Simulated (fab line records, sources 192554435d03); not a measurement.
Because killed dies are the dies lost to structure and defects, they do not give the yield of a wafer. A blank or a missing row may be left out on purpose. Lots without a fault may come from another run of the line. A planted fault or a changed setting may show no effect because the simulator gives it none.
Lot-split experiment :: flow n5 finfet :: 7 lots, 39 wafers read, on a route of 1938 steps

THE SPLIT ITSELF
At N5_DUMMY_GATE_ETCH_44 (etches poly-Si in HBr/O2, stops on SiO2, target depth 127.5 nm), the setting target depth a was moved away from the recipe's 1275 angstrom on 15 of the 39 wafers read, by -9.5% to +11.1%. For the rest of the wafers, this setting stayed at what the recipe calls for.

Reading taken at the split's own step.

THE READING
oes product au, in a.u., at N5_DUMMY_GATE_ETCH_44 (etches poly-Si in HBr/O2, stops on SiO2, target depth 127.5 nm). Typical for fault-free wafers on this fab line: 0.719 a.u., with standard deviation 0.0085 a.u.

wafer: L074.1
tool, chamber at the split: rie si-02, 3
target depth a as run, angstrom: 1275
against the recipe: recipe
oes product au, a.u.: 0.710
against lot-mates on the recipe: -

wafer: L074.2
tool, chamber at the split: rie si-02, 2
target depth a as run, angstrom: 1154
against the recipe: -9.5%
oes product au, a.u.: 0.747
against lot-mates on the recipe: +0.034

wafer: L074.3
tool, chamber at the split: rie si-02, 0
target depth a as run, angstrom: 1154
against the recipe: -9.5%
oes product au, a.u.: 0.750
against lot-mates on the recipe: +0.037

wafer: L074.4
tool, chamber at the split: rie si-02, 1
target depth a as run, angstrom: 1275
against the recipe: recipe
oes product au, a.u.: 0.712
against lot-mates on the recipe: -

wafer: L074.5
tool, chamber at the split: rie si-02, 3
target depth a as run, angstrom: 1154
against the recipe: -9.5%
oes product au, a.u.: 0.751
against lot-mates on the recipe: +0.038

wafer: L074.6
tool, chamber at the split: rie si-02, 2
target depth a as run, angstrom: 1275
against the recipe: recipe
oes product au, a.u.: 0.718
against lot-mates on the recipe: -

wafer: L077.1
tool, chamber at the split: rie si-06, 0
target depth a as run, angstrom: 1275
against the recipe: recipe
oes product au, a.u.: 0.711
against lot-mates on the recipe: -

wafer: L077.2
tool, chamber at the split: rie si-06, 3
target depth a as run, angstrom: 1225
against the recipe: -3.9%
oes product au, a.u.: 0.728
against lot-mates on the recipe: +0.009

wafer: L077.3
tool, chamber at the split: rie si-06, 1
target depth a as run, angstrom: 1225
against the recipe: -3.9%
oes product au, a.u.: 0.741
against lot-mates on the recipe: +0.022

wafer: L077.4
tool, chamber at the split: rie si-06, 2
target depth a as run, angstrom: 1275
against the recipe: recipe
oes product au, a.u.: 0.728
against lot-mates on the recipe: -

wafer: L077.5
tool, chamber at the split: rie si-06, 1
target depth a as run, angstrom: 1275
against the recipe: recipe
oes product au, a.u.: 0.719
against lot-mates on the recipe: -

wafer: L077.6
tool, chamber at the split: rie si-06, 0
target depth a as run, angstrom: 1225
against the recipe: -3.9%
oes product au, a.u.: 0.731
against lot-mates on the recipe: +0.012

wafer: L080.1
tool, chamber at the split: rie si-06, 0
target depth a as run, angstrom: 1275
against the recipe: recipe
oes product au, a.u.: 0.722
against lot-mates on the recipe: -

wafer: L080.2
tool, chamber at the split: rie si-06, 2
target depth a as run, angstrom: 1275
against the recipe: recipe
oes product au, a.u.: 0.714
against lot-mates on the recipe: -

wafer: L080.3
tool, chamber at the split: rie si-06, 3
target depth a as run, angstrom: 1416
against the recipe: +11.1%
oes product au, a.u.: 0.668
against lot-mates on the recipe: -0.053

wafer: L080.4
tool, chamber at the split: rie si-06, 1
target depth a as run, angstrom: 1416
against the recipe: +11.1%
oes product au, a.u.: 0.682
against lot-mates on the recipe: -0.039

wafer: L080.5
tool, chamber at the split: rie si-06, 1
target depth a as run, angstrom: 1416
against the recipe: +11.1%
oes product au, a.u.: 0.684
against lot-mates on the recipe: -0.037

wafer: L080.6
tool, chamber at the split: rie si-06, 2
target depth a as run, angstrom: 1275
against the recipe: recipe
oes product au, a.u.: 0.726
against lot-mates on the recipe: -

wafer: L082.1
tool, chamber at the split: rie si-04, 0
target depth a as run, angstrom: 1317
against the recipe: +3.3%
oes product au, a.u.: 0.704
against lot-mates on the recipe: -0.007

wafer: L082.2
tool, chamber at the split: rie si-04, 3
target depth a as run, angstrom: 1317
against the recipe: +3.3%
oes product au, a.u.: 0.702
against lot-mates on the recipe: -0.009

wafer: L082.3
tool, chamber at the split: rie si-04, 1
target depth a as run, angstrom: 1275
against the recipe: recipe
oes product au, a.u.: 0.709
against lot-mates on the recipe: -

wafer: L082.4
tool, chamber at the split: rie si-04, 2
target depth a as run, angstrom: 1317
against the recipe: +3.3%
oes product au, a.u.: 0.711
against lot-mates on the recipe: +0.000

wafer: L082.5
tool, chamber at the split: rie si-04, 2
target depth a as run, angstrom: 1275
against the recipe: recipe
oes product au, a.u.: 0.719
against lot-mates on the recipe: -

wafer: L082.6
tool, chamber at the split: rie si-04, 1
target depth a as run, angstrom: 1275
against the recipe: recipe
oes product au, a.u.: 0.705
against lot-mates on the recipe: -

wafer: L090.1
tool, chamber at the split: rie si-02, 0
target depth a as run, angstrom: 1275
against the recipe: recipe
oes product au, a.u.: 0.722
against lot-mates on the recipe: -

wafer: L090.2
tool, chamber at the split: rie si-02, 3
target depth a as run, angstrom: 1275
against the recipe: recipe
oes product au, a.u.: 0.713
against lot-mates on the recipe: -

wafer: L090.3
tool, chamber at the split: rie si-02, 2
target depth a as run, angstrom: 1275
against the recipe: recipe
oes product au, a.u.: 0.719
against lot-mates on the recipe: -

wafer: L090.4
tool, chamber at the split: rie si-02, 1
target depth a as run, angstrom: 1383
against the recipe: +8.5%
oes product au, a.u.: 0.689
against lot-mates on the recipe: -0.029

wafer: L090.5
tool, chamber at the split: rie si-02, 3
target depth a as run, angstrom: 1383
against the recipe: +8.5%
oes product au, a.u.: 0.688
against lot-mates on the recipe: -0.030

wafer: L090.6
tool, chamber at the split: rie si-02, 2
target depth a as run, angstrom: 1383
against the recipe: +8.5%
oes product au, a.u.: 0.697
against lot-mates on the recipe: -0.021

wafer: L091.1
tool, chamber at the split: rie si-02, 0
target depth a as run, angstrom: 1275
against the recipe: recipe
oes product au, a.u.: 0.721
against lot-mates on the recipe: -

wafer: L091.3
tool, chamber at the split: rie si-02, 2
target depth a as run, angstrom: 1275
against the recipe: recipe
oes product au, a.u.: 0.724
against lot-mates on the recipe: -

wafer: L091.6
tool, chamber at the split: rie si-02, 1
target depth a as run, angstrom: 1275
against the recipe: recipe
oes product au, a.u.: 0.717
against lot-mates on the recipe: -

wafer: L094.1
tool, chamber at the split: rie si-02, 3
target depth a as run, angstrom: 1275
against the recipe: recipe
oes product au, a.u.: 0.719
against lot-mates on the recipe: -

wafer: L094.2
tool, chamber at the split: rie si-02, 2
target depth a as run, angstrom: 1275
against the recipe: recipe
oes product au, a.u.: 0.718
against lot-mates on the recipe: -

wafer: L094.3
tool, chamber at the split: rie si-02, 0
target depth a as run, angstrom: 1275
against the recipe: recipe
oes product au, a.u.: 0.709
against lot-mates on the recipe: -

wafer: L094.4
tool, chamber at the split: rie si-02, 1
target depth a as run, angstrom: 1275
against the recipe: recipe
oes product au, a.u.: 0.716
against lot-mates on the recipe: -

wafer: L094.5
tool, chamber at the split: rie si-02, 0
target depth a as run, angstrom: 1275
against the recipe: recipe
oes product au, a.u.: 0.719
against lot-mates on the recipe: -

wafer: L094.6
tool, chamber at the split: rie si-02, 1
target depth a as run, angstrom: 1275
against the recipe: recipe
oes product au, a.u.: 0.709
against lot-mates on the recipe: -

FIT RESULTS
A straight line over all 39 wafers: oes product au changes by -0.00341 a.u. for each +1% of target depth a; r = -0.95; the points scatter about the line by 0.0057 a.u.
The same after taking each lot's own level away (the mean of its wafers on the recipe; 39 wafers): -0.0036 a.u. for each +1%; r = -0.96; scatter 0.0054 a.u.
The reading moves by 0.04 a.u. for the largest change in target depth a, on that fit.
From 0.7110 to 0.7207 a.u.: that is the span of the lots' own levels, equal to 1.1 times the standard deviation above.
The two slopes agree, so the slope changes little with the lot-to-lot level.
Check: with one of the wafers moved furthest among these (+11.1%) left out of the fit, the line predicts -0.0369 a.u. for it against its lot-mates. Against them it came out at -0.0527 a.u.
Tool readings at the split's step, against how far the setting was moved: oes product au r = -0.95.

FURTHER SPLITS ON THESE WAFERS
Before the reading, these wafers also passed through other splits. Each is held against what the fit with the lots' levels taken away leaves over:
other split on the same wafers: N5_DUMMY_GATE_EXPOSE_12 dose mj
wafers away from the commonest value: 18
r with oes product au (lot level and that fit taken away): +0.13

other split on the same wafers: N5_DUMMY_GATE_ETCH_31 target depth a
wafers away from the commonest value: 12
r with oes product au (lot level and that fit taken away): +0.09

FILE'S OWN FIT
oes product au changes by -0.00358 a.u. for each +1% of target depth a, r = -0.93.
